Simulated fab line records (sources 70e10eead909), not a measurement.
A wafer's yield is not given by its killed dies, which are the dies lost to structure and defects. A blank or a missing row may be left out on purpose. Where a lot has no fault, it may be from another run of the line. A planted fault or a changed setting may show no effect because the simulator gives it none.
Chamber matching / flow nandHarc / rieDiel-03 running NHARC_A_STAIRCASE_DESCUM_291: 4 sister chambers
The step chemistry O2, time 3 s. 20 wafers are shown with their chamber, then 10 later ones without.

== WAFERS WITH THEIR CHAMBER ==
wafer=L075.1; chamber=3; showerheadPlenumPTorr (Torr)=1.90; rfVppV (V)=58.5; oesProductAu (a.u.)=1.005
wafer=L075.3; chamber=2; showerheadPlenumPTorr (Torr)=1.87; rfVppV (V)=55.7; oesProductAu (a.u.)=0.992
wafer=L075.4; chamber=1; showerheadPlenumPTorr (Torr)=2.07; rfVppV (V)=57.9; oesProductAu (a.u.)=0.994
wafer=L080.1; chamber=1; showerheadPlenumPTorr (Torr)=2.06; rfVppV (V)=58.1; oesProductAu (a.u.)=0.994
wafer=L080.4; chamber=2; showerheadPlenumPTorr (Torr)=1.87; rfVppV (V)=57.9; oesProductAu (a.u.)=0.995
wafer=L080.5; chamber=0; showerheadPlenumPTorr (Torr)=1.91; rfVppV (V)=57.7; oesProductAu (a.u.)=1.000
wafer=L079.3; chamber=3; showerheadPlenumPTorr (Torr)=1.90; rfVppV (V)=57.4; oesProductAu (a.u.)=0.997
wafer=L079.5; chamber=2; showerheadPlenumPTorr (Torr)=1.87; rfVppV (V)=56.9; oesProductAu (a.u.)=0.998
wafer=L079.6; chamber=3; showerheadPlenumPTorr (Torr)=1.90; rfVppV (V)=57.8; oesProductAu (a.u.)=1.004
wafer=L081.3; chamber=2; showerheadPlenumPTorr (Torr)=1.87; rfVppV (V)=57.4; oesProductAu (a.u.)=1.005
wafer=L081.4; chamber=1; showerheadPlenumPTorr (Torr)=2.06; rfVppV (V)=58.4; oesProductAu (a.u.)=0.996
wafer=L081.5; chamber=0; showerheadPlenumPTorr (Torr)=1.91; rfVppV (V)=57.2; oesProductAu (a.u.)=1.003
wafer=L082.1; chamber=3; showerheadPlenumPTorr (Torr)=1.90; rfVppV (V)=56.7; oesProductAu (a.u.)=1.000
wafer=L082.3; chamber=0; showerheadPlenumPTorr (Torr)=1.91; rfVppV (V)=57.6; oesProductAu (a.u.)=1.001
wafer=L082.6; chamber=3; showerheadPlenumPTorr (Torr)=1.90; rfVppV (V)=57.4; oesProductAu (a.u.)=1.002
wafer=L083.1; chamber=1; showerheadPlenumPTorr (Torr)=2.05; rfVppV (V)=58.3; oesProductAu (a.u.)=1.000
wafer=L083.4; chamber=0; showerheadPlenumPTorr (Torr)=1.91; rfVppV (V)=57.5; oesProductAu (a.u.)=1.005
wafer=L083.5; chamber=3; showerheadPlenumPTorr (Torr)=1.89; rfVppV (V)=58.0; oesProductAu (a.u.)=1.008
wafer=L088.4; chamber=1; showerheadPlenumPTorr (Torr)=2.05; rfVppV (V)=58.0; oesProductAu (a.u.)=1.004
wafer=L088.5; chamber=0; showerheadPlenumPTorr (Torr)=1.90; rfVppV (V)=57.3; oesProductAu (a.u.)=0.995

SIGNATURES (means of the wafers above)
reading=showerheadPlenumPTorr; chamber 0=1.9080; chamber 1=2.0580; chamber 2=1.8700; chamber 3=1.8983; scatter within a chamber=0.00526
reading=rfVppV; chamber 0=57.460; chamber 1=58.140; chamber 2=56.975; chamber 3=57.633; scatter within a chamber=0.554
reading=oesProductAu; chamber 0=1.00080; chamber 1=0.99760; chamber 2=0.99750; chamber 3=1.00267; scatter within a chamber=0.00433
Rule: for each reading, subtract the chamber's mean from the wafer's reading, divide by that reading's scatter and square the result; add these up over the readings and take the root, which gives the wafer's distance from the chamber. The wafer belongs to the nearest chamber; if the next one is less than 2 further off, it can't be placed. The scatter: take each reading less its chamber's mean, square it, sum over the shown wafers, divide by the number of wafers less the number of chambers, and take the root.

== WAFERS WITH NO CHAMBER GIVEN ==
wafer=L088.6; showerheadPlenumPTorr (Torr)=2.05; rfVppV (V)=58.3; oesProductAu (a.u.)=0.991
wafer=L091.2; showerheadPlenumPTorr (Torr)=1.89; rfVppV (V)=57.4; oesProductAu (a.u.)=1.009
wafer=L091.3; showerheadPlenumPTorr (Torr)=2.05; rfVppV (V)=58.3; oesProductAu (a.u.)=1.006
wafer=L091.5; showerheadPlenumPTorr (Torr)=2.05; rfVppV (V)=57.3; oesProductAu (a.u.)=1.009
wafer=L089.4; showerheadPlenumPTorr (Torr)=1.89; rfVppV (V)=57.2; oesProductAu (a.u.)=1.001
wafer=L089.5; showerheadPlenumPTorr (Torr)=2.05; rfVppV (V)=58.0; oesProductAu (a.u.)=1.009
wafer=L089.6; showerheadPlenumPTorr (Torr)=1.90; rfVppV (V)=56.2; oesProductAu (a.u.)=0.997
wafer=L092.3; showerheadPlenumPTorr (Torr)=1.90; rfVppV (V)=57.8; oesProductAu (a.u.)=0.993
wafer=L092.5; showerheadPlenumPTorr (Torr)=2.05; rfVppV (V)=57.6; oesProductAu (a.u.)=1.003
wafer=L092.6; showerheadPlenumPTorr (Torr)=1.86; rfVppV (V)=56.8; oesProductAu (a.u.)=0.999

== THE CHAMBER EACH PASSED THROUGH ==
wafer=L088.6; from the rows above=1; in truth=1
wafer=L091.2; from the rows above=can't be placed: 3 or 0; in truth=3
wafer=L091.3; from the rows above=1; in truth=1
wafer=L091.5; from the rows above=1; in truth=1
wafer=L089.4; from the rows above=can't be placed: 3 or 0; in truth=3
wafer=L089.5; from the rows above=1; in truth=1
wafer=L089.6; from the rows above=can't be placed: 0 or 3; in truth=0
wafer=L092.3; from the rows above=can't be placed: 3 or 0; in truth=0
wafer=L092.5; from the rows above=1; in truth=1
wafer=L092.6; from the rows above=2; in truth=2
Placed correctly: 6 of 10. Unplaceable from these rows: 4, with the true chamber sitting among the candidates in 4. 0 placed wrongly.
